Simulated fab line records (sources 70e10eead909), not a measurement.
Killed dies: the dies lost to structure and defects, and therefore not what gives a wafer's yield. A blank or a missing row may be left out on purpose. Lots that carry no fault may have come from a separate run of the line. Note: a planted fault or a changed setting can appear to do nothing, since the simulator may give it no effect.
The tool behind it: which one? | flow nand harc | 23 lots with 69 wafers sampled at 6 steps, on a route of 1302 steps

== WHAT EACH GAUGE READ, for each wafer ==
No reading from a measuring or inspecting step in the record can be judged against a usual standard deviation.

== WHICH TOOL RAN EACH LOT (tool, then ch and the chambers of the sampled wafers, then the start) ==
lot  | NHARC_A_STAIRCASE_TRIM_226                    | NHARC_A_STAIRCASE_ETCH_227                    | NHARC_A_STAIRCASE_ETCH_232                    | NHARC_A_STAIRCASE_TRIM_235                    | NHARC_A_STAIRCASE_DESCUM_291       | NHARC_A_STAIRCASE_DESCUM_312
L075 | rie diel-05 ch 1,3, day 16 20:38 or earlier   | rie diel-05 ch 0,3, day 16 20:38 or earlier   | rie diel-12 ch 1,3, day 16 20:38 or earlier   | rie diel-12 ch 0,1, day 16 20:38 or earlier   | rie diel-03 ch 0,2,3, day 16 20:38 | rie diel-03 ch 0,1,3, day 17 01:51
L074 | rie diel-12 ch 2,3, day 16 21:44 or earlier   | rie diel-12 ch 0,2,3, day 16 21:44 or earlier | rie diel-03 ch 0,1,3, day 16 21:44 or earlier | rie diel-03 ch 0,1,3, day 16 21:44 or earlier | rie diel-03 ch 0,2, day 16 21:44   | rie diel-12 ch 1,2, day 17 02:52
L076 | rie diel-05 ch 0,1, day 17 20:41 or earlier   | rie diel-05 ch 2,3, day 17 20:41 or earlier   | rie diel-05 ch 0,3, day 17 20:41 or earlier   | rie diel-05 ch 0,3, day 17 20:41 or earlier   | rie diel-05 ch 0,1,2, day 17 20:41 | rie diel-03 ch 0,1,3, day 18 02:28
L077 | rie diel-03 ch 0,1,3, day 18 03:32 or earlier | rie diel-03 ch 1,3, day 18 03:32 or earlier   | rie diel-05 ch 0,2, day 18 03:32 or earlier   | rie diel-05 ch 0,2, day 18 03:32 or earlier   | rie diel-12 ch 0,1,3, day 18 03:32 | rie diel-05 ch 0,1, day 18 12:03
L078 | rie diel-12 ch 0,2, day 18 14:05 or earlier   | rie diel-12 ch 0,1, day 18 14:05 or earlier   | rie diel-12 ch 0,2, day 18 14:05 or earlier   | rie diel-12 ch 0,2, day 18 14:05 or earlier   | rie diel-12 ch 0,1,2, day 18 14:05 | rie diel-03 ch 0,1, day 18 20:42
L079 | rie diel-05 ch 0,1, day 19 07:53 or earlier   | rie diel-05 ch 0,1,2, day 19 07:53 or earlier | rie diel-12 ch 0,1,3, day 19 07:53 or earlier | rie diel-12 ch 0,1,3, day 19 07:53 or earlier | rie diel-03 ch 0,2,3, day 19 07:53 | rie diel-03 ch 0,2,3, day 19 13:50
L081 | rie diel-03 ch 2,3, day 19 11:11 or earlier   | rie diel-03 ch 2,3, day 19 11:11 or earlier   | rie diel-12 ch 0,2, day 19 11:11 or earlier   | rie diel-12 ch 0,3, day 19 11:11 or earlier   | rie diel-05 ch 0,1, day 19 11:11   | rie diel-03 ch 0,3, day 19 17:43
L080 | rie diel-12 ch 0,2,3, day 19 12:54 or earlier | rie diel-12 ch 1,3, day 19 12:54 or earlier   | rie diel-12 ch 0,1,2, day 19 12:54 or earlier | rie diel-12 ch 0,1,3, day 19 12:54 or earlier | rie diel-05 ch 1,2, day 19 12:54   | rie diel-05 ch 1,3, day 19 18:31
L082 | rie diel-05 ch 0,1,3, day 20 00:29 or earlier | rie diel-05 ch 0,2,3, day 20 00:29 or earlier | rie diel-12 ch 0,1,2, day 20 00:29 or earlier | rie diel-12 ch 0,1,2, day 20 00:29 or earlier | rie diel-03 ch 0,3, day 20 00:29   | rie diel-05 ch 0,1,2, day 20 06:27
L083 | rie diel-05 ch 0,1,3, day 20 23:25 or earlier | rie diel-05 ch 0,1,3, day 20 23:25 or earlier | rie diel-12 ch 0,1,3, day 20 23:25 or earlier | rie diel-12 ch 1,2, day 20 23:25 or earlier   | rie diel-12 ch 1,2,3, day 20 23:25 | rie diel-12 ch 0,1, day 21 11:50
L085 | rie diel-05 ch 0,3, day 21 04:32 or earlier   | rie diel-05 ch 0,1,3, day 21 04:32 or earlier | rie diel-05 ch 0,1,3, day 21 04:32 or earlier | rie diel-05 ch 0,1,3, day 21 04:32 or earlier | rie diel-12 ch 1,2,3, day 21 04:32 | rie diel-03 ch 0,3, day 21 16:48
L084 | rie diel-05 ch 0,1,3, day 21 09:11 or earlier | rie diel-05 ch 1,3, day 21 09:11 or earlier   | rie diel-03 ch 0,1,2, day 21 09:11 or earlier | rie diel-03 ch 0,1, day 21 09:11 or earlier   | rie diel-03 ch 0,2,3, day 21 09:11 | rie diel-03 ch 1,2, day 21 21:36
L086 | rie diel-05 ch 0,1,3, day 21 18:26 or earlier | rie diel-05 ch 0,3, day 21 18:26 or earlier   | rie diel-03 ch 0,2,3, day 21 18:26 or earlier | rie diel-03 ch 0,2,3, day 21 18:26 or earlier | rie diel-12 ch 0,1,3, day 21 18:26 | rie diel-03 ch 0,2,3, day 22 02:35
L088 | rie diel-03 ch 0,2, day 22 22:24 or earlier   | rie diel-03 ch 0,2,3, day 22 22:24 or earlier | rie diel-03 ch 0,2, day 22 22:24 or earlier   | rie diel-03 ch 0,3, day 22 22:24 or earlier   | rie diel-12 ch 0,1,3, day 22 22:24 | rie diel-12 ch 0,1,2, day 23 03:52
L090 | rie diel-12 ch 0,2, day 23 10:16 or earlier   | rie diel-12 ch 0,1,2, day 23 10:16 or earlier | rie diel-03 ch 0,2, day 23 10:16 or earlier   | rie diel-03 ch 2,3, day 23 10:16 or earlier   | rie diel-12 ch 1,2, day 23 10:16   | rie diel-12 ch 1,2, day 23 15:22
L089 | rie diel-12 ch 1,2,3, day 23 09:12 or earlier | rie diel-12 ch 0,3, day 23 09:12 or earlier   | rie diel-05 ch 0,2,3, day 23 09:12 or earlier | rie diel-05 ch 0,1,2, day 23 09:12 or earlier | rie diel-03 ch 0,1, day 23 09:12   | rie diel-12 ch 2,3, day 23 14:17
L091 | rie diel-12 ch 0,1, day 23 17:40 or earlier   | rie diel-12 ch 1,2,3, day 23 17:40 or earlier | rie diel-05 ch 0,1,3, day 23 17:40 or earlier | rie diel-05 ch 1,2,3, day 23 17:40 or earlier | rie diel-03 ch 2,3, day 23 17:40   | rie diel-05 ch 2,3, day 23 23:54
L092 | rie diel-03 ch 0,1,3, day 24 20:50 or earlier | rie diel-03 ch 0,1, day 24 20:50 or earlier   | rie diel-12 ch 0,1, day 24 20:50 or earlier   | rie diel-12 ch 1,2, day 24 20:50 or earlier   | rie diel-03 ch 2,3, day 24 20:50   | rie diel-12 ch 0,2,3, day 25 01:56
L093 | rie diel-05 ch 1,2,3, day 24 21:03 or earlier | rie diel-05 ch 0,3, day 24 21:03 or earlier   | rie diel-03 ch 0,1,3, day 24 21:03 or earlier | rie diel-03 ch 0,1, day 24 21:03 or earlier   | rie diel-12 ch 1,2, day 24 21:03   | rie diel-03 ch 0,1, day 25 02:07
L094 | rie diel-05 ch 0,1,3, day 25 14:36 or earlier | rie diel-05 ch 0,1,3, day 25 14:36 or earlier | rie diel-03 ch 0,1, day 25 14:36 or earlier   | rie diel-03 ch 0,1,3, day 25 14:36 or earlier | rie diel-03 ch 0,2, day 25 14:36   | rie diel-05 ch 0,1,2, day 25 21:23
L095 | rie diel-05 ch 1,2,3, day 25 13:04 or earlier | rie diel-05 ch 0,2,3, day 25 13:04 or earlier | rie diel-05 ch 0,1,2, day 25 13:04 or earlier | rie diel-05 ch 1,2,3, day 25 13:04 or earlier | rie diel-12 ch 0,2,3, day 25 13:04 | rie diel-03 ch 0,2,3, day 25 21:13
L097 | rie diel-12 ch 0,2,3, day 26 07:44 or earlier | rie diel-12 ch 0,1,3, day 26 07:44 or earlier | rie diel-03 ch 0,1,2, day 26 07:44 or earlier | rie diel-03 ch 0,1,2, day 26 07:44 or earlier | rie diel-03 ch 1,2,3, day 26 07:44 | rie diel-05 ch 1,2,3, day 26 18:48
L096 | rie diel-12 ch 1,3, day 26 17:05 or earlier   | rie diel-12 ch 0,2, day 26 17:05 or earlier   | rie diel-12 ch 0,1, day 26 17:05 or earlier   | rie diel-12 ch 1,2, day 26 17:05 or earlier   | rie diel-12 ch 0,3, day 26 17:05   | rie diel-03 ch 0,3, day 27 02:34
- NHARC_A_STAIRCASE_TRIM_226: chemistry O2, time 211.2 s.
- NHARC_A_STAIRCASE_ETCH_227: etches the open film in C4F8/O2, target depth 100 nm, time 40.5 s.
- NHARC_A_STAIRCASE_ETCH_232: etches the open film in C4F8/O2, target depth 100 nm, time 40.5 s.
- NHARC_A_STAIRCASE_TRIM_235: chemistry O2, time 211.2 s.
- NHARC_A_STAIRCASE_DESCUM_291: chemistry O2, time 3 s.
- NHARC_A_STAIRCASE_DESCUM_312: chemistry O2, time 3 s.

== WHAT THE TOOLS THEMSELVES READ (means of the sampled wafers that have a number; where no wafer has one, the mark that the record gives instead) ==
NHARC_A_STAIRCASE_TRIM_226. Usual: drypump motor current A 5.9 A, standard deviation 0.35; oes product au 1.000 a.u., standard deviation 0.0095; rf vpp V 57.7 V, standard deviation 0.9; showerhead plenum p Torr 3.48 Torr, standard deviation 0.13; throttle valve pct 17.038 %, standard deviation 0.0093.
lot  | tool        | drypump motor current A (A) | oes product au (a.u.) | rf vpp V (V) | showerhead plenum p Torr (Torr) | throttle valve pct (%) | flag
L075 | rie diel-05 | 6.0                         | 0.991                 | 58.2         | 3.42                            | 17.032                 |
L074 | rie diel-12 | 5.8                         | 1.003                 | 57.9         | 3.49                            | 17.037                 |
L076 | rie diel-05 | 5.9                         | 0.999                 | 57.3         | 3.44                            | 17.041                 |
L077 | rie diel-03 | 6.0                         | 1.004                 | 57.7         | 3.50                            | 17.035                 |
L078 | rie diel-12 | 5.8                         | 1.012                 | 57.8         | 3.51                            | 17.038                 |
L079 | rie diel-05 | 5.8                         | 1.006                 | 56.6         | 3.43                            | 17.041                 |
L081 | rie diel-03 | 5.3                         | 1.005                 | 57.6         | 3.44                            | 17.036                 |
L080 | rie diel-12 | 6.0                         | 0.995                 | 58.2         | 3.43                            | 17.038                 |
L082 | rie diel-05 | 5.9                         | 1.003                 | 57.8         | 3.48                            | 17.031                 |
L083 | rie diel-05 | 5.9                         | 0.998                 | 57.8         | 3.47                            | 17.033                 |
L085 | rie diel-05 | 5.8                         | 0.999                 | 56.8         | 3.58                            | 17.032                 |
L084 | rie diel-05 | 5.9                         | 1.002                 | 58.5         | 3.47                            | 17.043                 |
L086 | rie diel-05 | 5.9                         | 1.003                 | 56.7         | 3.47                            | 17.035                 |
L088 | rie diel-03 | 6.0                         | 1.004                 | 57.5         | 3.59                            | 17.049                 |
L090 | rie diel-12 | 6.0                         | 1.003                 | 57.4         | 3.44                            | 17.030                 |
L089 | rie diel-12 | 6.0                         | 0.994                 | 57.5         | 3.46                            | 17.030                 |
L091 | rie diel-12 | 6.2                         | 0.993                 | 57.6         | 3.43                            | 17.028                 |
L092 | rie diel-03 | 6.0                         | 1.007                 | 57.9         | 3.66                            | 17.045                 |
L093 | rie diel-05 | 5.7                         | 0.984                 | 56.9         | 3.46                            | 17.040                 |
L094 | rie diel-05 | 5.9                         | 0.997                 | 58.0         | 3.45                            | 17.044                 |
L095 | rie diel-05 | 5.8                         | 0.991                 | 57.8         | 3.46                            | 17.044                 |
L097 | rie diel-12 | 6.0                         | 0.999                 | 57.6         | 3.40                            | 17.037                 |
L096 | rie diel-12 | 6.2                         | 1.004                 | 57.8         | 3.45                            | 17.028                 |

NHARC_A_STAIRCASE_ETCH_227. Usual: oes product au 0.942 a.u., standard deviation 0.01; rf vpp V 895 V, standard deviation 4.4.
lot  | tool        | oes product au (a.u.) | rf vpp V (V) | flag
L075 | rie diel-05 | 0.939                 | 898          |
L074 | rie diel-12 | 0.941                 | 893          |
L076 | rie diel-05 | 0.945                 | 899          |
L077 | rie diel-03 | 0.946                 | 895          |
L078 | rie diel-12 | 0.932                 | 896          |
L079 | rie diel-05 | 0.942                 | 892          |
L081 | rie diel-03 | 0.939                 | 894          |
L080 | rie diel-12 | 0.940                 | 892          |
L082 | rie diel-05 | 0.944                 | 897          |
L083 | rie diel-05 | 0.936                 | 894          |
L085 | rie diel-05 | 0.941                 | 894          |
L084 | rie diel-05 | 0.932                 | 892          |
L086 | rie diel-05 | 0.949                 | 897          |
L088 | rie diel-03 | 0.938                 | 900          |
L090 | rie diel-12 | 0.952                 | 895          |
L089 | rie diel-12 | 0.956                 | 890          |
L091 | rie diel-12 | 0.929                 | 893          |
L092 | rie diel-03 | 0.941                 | 898          |
L093 | rie diel-05 | 0.943                 | 896          |
L094 | rie diel-05 | 0.949                 | 894          |
L095 | rie diel-05 | 0.954                 | 896          |
L097 | rie diel-12 | 0.946                 | 892          |
L096 | rie diel-12 | 0.939                 | 894          |

NHARC_A_STAIRCASE_ETCH_232. Usual: oes product au 0.949 a.u., standard deviation 0.013; rf vpp V 895 V, standard deviation 4.7.
lot  | tool        | oes product au (a.u.) | rf vpp V (V) | flag
L075 | rie diel-12 | 0.947                 | 895          |
L074 | rie diel-03 | 0.957                 | 895          |
L076 | rie diel-05 | 0.939                 | 896          |
L077 | rie diel-05 | 0.941                 | 896          |
L078 | rie diel-12 | 0.950                 | 893          |
L079 | rie diel-12 | 0.951                 | 893          |
L081 | rie diel-12 | 0.945                 | 896          |
L080 | rie diel-12 | 0.946                 | 895          |
L082 | rie diel-12 | 0.949                 | 895          |
L083 | rie diel-12 | 0.957                 | 892          |
L085 | rie diel-05 | 0.939                 | 893          |
L084 | rie diel-03 | 0.969                 | 897          |
L086 | rie diel-03 | 0.959                 | 901          |
L088 | rie diel-03 | 0.950                 | 899          |
L090 | rie diel-03 | 0.948                 | 897          |
L089 | rie diel-05 | 0.953                 | 895          |
L091 | rie diel-05 | 0.930                 | 894          |
L092 | rie diel-12 | 0.945                 | 894          |
L093 | rie diel-03 | 0.962                 | 900          |
L094 | rie diel-03 | 0.961                 | 898          |
L095 | rie diel-05 | 0.932                 | 891          |
L097 | rie diel-03 | 0.958                 | 897          |
L096 | rie diel-12 | 0.952                 | 894          |

NHARC_A_STAIRCASE_TRIM_235. Usual: drypump motor current A 5.9 A, standard deviation 0.41; oes product au 1.001 a.u., standard deviation 0.011; rf vpp V 57.8 V, standard deviation 0.88; showerhead plenum p Torr 3.51 Torr, standard deviation 0.13; throttle valve pct 17.036 %, standard deviation 0.009.
lot  | tool        | drypump motor current A (A) | oes product au (a.u.) | rf vpp V (V) | showerhead plenum p Torr (Torr) | throttle valve pct (%) | flag
L075 | rie diel-12 | 6.2                         | 1.007                 | 58.2         | 3.47                            | 17.041                 |
L074 | rie diel-03 | 6.1                         | 1.006                 | 58.8         | 3.51                            | 17.032                 |
L076 | rie diel-05 | 5.7                         | 0.983                 | 57.5         | 3.59                            | 17.038                 |
L077 | rie diel-05 | 5.5                         | 0.984                 | 57.6         | 3.51                            | 17.027                 |
L078 | rie diel-12 | 5.8                         | 1.011                 | 58.0         | 3.51                            | 17.037                 |
L079 | rie diel-12 | 6.2                         | 0.997                 | 57.9         | 3.43                            | 17.040                 |
L081 | rie diel-12 | 6.2                         | 1.000                 | 56.8         | 3.38                            | 17.037                 |
L080 | rie diel-12 | 6.2                         | 0.996                 | 57.2         | 3.43                            | 17.035                 |
L082 | rie diel-12 | 6.0                         | 1.003                 | 58.3         | 3.50                            | 17.040                 |
L083 | rie diel-12 | 6.0                         | 1.001                 | 58.5         | 3.55                            | 17.040                 |
L085 | rie diel-05 | 5.9                         | 1.000                 | 58.1         | 3.47                            | 17.037                 |
L084 | rie diel-03 | 6.0                         | 1.003                 | 58.5         | 3.59                            | 17.041                 |
L086 | rie diel-03 | 5.8                         | 1.008                 | 58.3         | 3.66                            | 17.038                 |
L088 | rie diel-03 | 6.3                         | 1.010                 | 58.1         | 3.69                            | 17.047                 |
L090 | rie diel-03 | 5.6                         | 1.011                 | 59.0         | 3.71                            | 17.028                 |
L089 | rie diel-05 | 5.7                         | 0.997                 | 58.6         | 3.43                            | 17.042                 |
L091 | rie diel-05 | 5.8                         | 0.988                 | 57.5         | 3.47                            | 17.031                 |
L092 | rie diel-12 | 5.8                         | 1.006                 | 57.7         | 3.53                            | 17.035                 |
L093 | rie diel-03 | 6.3                         | 1.002                 | 58.0         | 3.60                            | 17.035                 |
L094 | rie diel-03 | 6.0                         | 1.001                 | 58.0         | 3.65                            | 17.031                 |
L095 | rie diel-05 | 5.8                         | 0.991                 | 58.0         | 3.46                            | 17.029                 |
L097 | rie diel-03 | 5.7                         | 1.013                 | 57.6         | 3.55                            | 17.034                 |
L096 | rie diel-12 | 5.8                         | 0.998                 | 58.7         | 3.52                            | 17.046                 |

NHARC_A_STAIRCASE_DESCUM_291. Usual: drypump motor current A 5.9 A, standard deviation 0.44; oes product au 1.001 a.u., standard deviation 0.009; rf vpp V 57.7 V, standard deviation 0.87; showerhead plenum p Torr 1.90 Torr, standard deviation 0.08; throttle valve pct 11.313 %, standard deviation 0.0092.
lot  | tool        | drypump motor current A (A) | oes product au (a.u.) | rf vpp V (V) | showerhead plenum p Torr (Torr) | throttle valve pct (%) | flag
L075 | rie diel-03 | 5.8                         | 1.011                 | 56.7         | 1.89                            | 11.317                 |
L074 | rie diel-03 | 6.0                         | 1.006                 | 58.7         | 1.96                            | 11.312                 |
L076 | rie diel-05 | 5.7                         | 0.996                 | 57.5         | 1.86                            | 11.297                 |
L077 | rie diel-12 | 6.2                         | 0.996                 | 57.8         | 1.86                            | 11.308                 |
L078 | rie diel-12 | 6.0                         | 0.997                 | 57.4         | 1.90                            | 11.316                 |
L079 | rie diel-03 | 5.8                         | 0.995                 | 58.3         | 1.88                            | 11.316                 |
L081 | rie diel-05 | 6.0                         | 1.008                 | 57.9         | 1.82                            | 11.316                 |
L080 | rie diel-05 | 5.9                         | 1.005                 | 57.1         | 1.83                            | 11.304                 |
L082 | rie diel-03 | 6.3                         | 1.009                 | 56.9         | 1.91                            | 11.307                 |
L083 | rie diel-12 | 6.0                         | 0.999                 | 56.8         | 1.88                            | 11.314                 |
L085 | rie diel-12 | 6.0                         | 0.989                 | 56.8         | 1.88                            | 11.317                 |
L084 | rie diel-03 | 5.8                         | 1.016                 | 58.0         | 1.98                            | 11.318                 |
L086 | rie diel-12 | 6.2                         | 1.000                 | 58.2         | 1.85                            | 11.317                 |
L088 | rie diel-12 | 6.2                         | 1.003                 | 57.2         | 1.85                            | 11.305                 |
L090 | rie diel-12 | 5.8                         | 1.004                 | 58.3         | 1.92                            | 11.310                 |
L089 | rie diel-03 | 6.0                         | 1.001                 | 57.0         | 1.94                            | 11.311                 |
L091 | rie diel-03 | 5.6                         | 1.013                 | 57.7         | 2.01                            | 11.312                 |
L092 | rie diel-03 | 5.2                         | 1.012                 | 57.8         | 1.95                            | 11.314                 |
L093 | rie diel-12 | 6.0                         | 1.001                 | 57.8         | 1.91                            | 11.313                 |
L094 | rie diel-03 | 5.4                         | 1.011                 | 58.3         | 1.92                            | 11.312                 |
L095 | rie diel-12 | 6.0                         | 0.992                 | 57.3         | 1.84                            | 11.305                 |
L097 | rie diel-03 | 5.5                         | 0.991                 | 58.1         | 1.96                            | 11.315                 |
L096 | rie diel-12 | 6.1                         | 1.001                 | 56.9         | 1.79                            | 11.312                 |

NHARC_A_STAIRCASE_DESCUM_312. Usual: drypump motor current A 5.8 A, standard deviation 0.45; oes product au 1.003 a.u., standard deviation 0.008; rf vpp V 57.7 V, standard deviation 0.96; showerhead plenum p Torr 1.90 Torr, standard deviation 0.077; throttle valve pct 11.310 %, standard deviation 0.0086.
lot  | tool        | drypump motor current A (A) | oes product au (a.u.) | rf vpp V (V) | showerhead plenum p Torr (Torr) | throttle valve pct (%) | flag
L075 | rie diel-03 | 6.0                         | 1.004                 | 57.7         | 1.90                            | 11.304                 |
L074 | rie diel-12 | 6.0                         | 0.997                 | 57.8         | 1.93                            | 11.304                 |
L076 | rie diel-03 | 6.1                         | 1.004                 | 57.4         | 1.90                            | 11.311                 |
L077 | rie diel-05 | 5.8                         | 1.007                 | 57.0         | 1.86                            | 11.309                 |
L078 | rie diel-03 | 6.0                         | 1.007                 | 58.6         | 1.95                            | 11.307                 |
L079 | rie diel-03 | 5.8                         | 1.003                 | 57.4         | 1.88                            | 11.310                 |
L081 | rie diel-03 | 6.3                         | 1.000                 | 57.7         | 1.91                            | 11.312                 |
L080 | rie diel-05 | 5.9                         | 1.001                 | 57.8         | 1.91                            | 11.313                 |
L082 | rie diel-05 | 5.7                         | 1.008                 | 57.4         | 1.86                            | 11.306                 |
L083 | rie diel-12 | 6.2                         | 1.009                 | 57.2         | 1.89                            | 11.314                 |
L085 | rie diel-03 | 6.1                         | 1.014                 | 58.8         | 2.04                            | 11.308                 |
L084 | rie diel-03 | 5.2                         | 0.994                 | 57.5         | 1.92                            | 11.309                 |
L086 | rie diel-03 | 5.8                         | 1.010                 | 57.3         | 1.98                            | 11.308                 |
L088 | rie diel-12 | 6.0                         | 1.008                 | 57.9         | 1.89                            | 11.304                 |
L090 | rie diel-12 | 6.0                         | 1.003                 | 57.3         | 1.92                            | 11.310                 |
L089 | rie diel-12 | 5.8                         | 1.011                 | 58.5         | 1.87                            | 11.302                 |
L091 | rie diel-05 | 5.5                         | 0.998                 | 57.2         | 1.91                            | 11.309                 |
L092 | rie diel-12 | 6.0                         | 0.994                 | 57.1         | 1.84                            | 11.309                 |
L093 | rie diel-03 | 6.0                         | 1.002                 | 57.6         | 1.94                            | 11.320                 |
L094 | rie diel-05 | 5.7                         | 0.997                 | 57.6         | 1.85                            | 11.317                 |
L095 | rie diel-03 | 5.8                         | 1.010                 | 58.3         | 1.97                            | 11.317                 |
L097 | rie diel-05 | 5.8                         | 0.995                 | 57.0         | 1.87                            | 11.311                 |
L096 | rie diel-03 | 6.3                         | 1.002                 | 58.6         | 1.99                            | 11.298                 |

== THE ANSWER, worked out from the rows above alone ==
Rule: a lot counts as off when the mean over its wafers that have a number is more than 3 standard deviations away from the usual mean. Also off: a lot with no number at a reading for which 4 or more lots have one. Any other lot the step has rows for is counted as sound. The gauges are gone through in route order, then the tools' own readings, and for those a lot's mean is taken as printed above. At the first step where some lot is off, the reading lying furthest off is the one used; lots without a number count as furthest.
No lot is off at any reading shown: from this, nothing can be told.

== WHAT HAD BEEN PUT IN BY THE SIMULATOR ==
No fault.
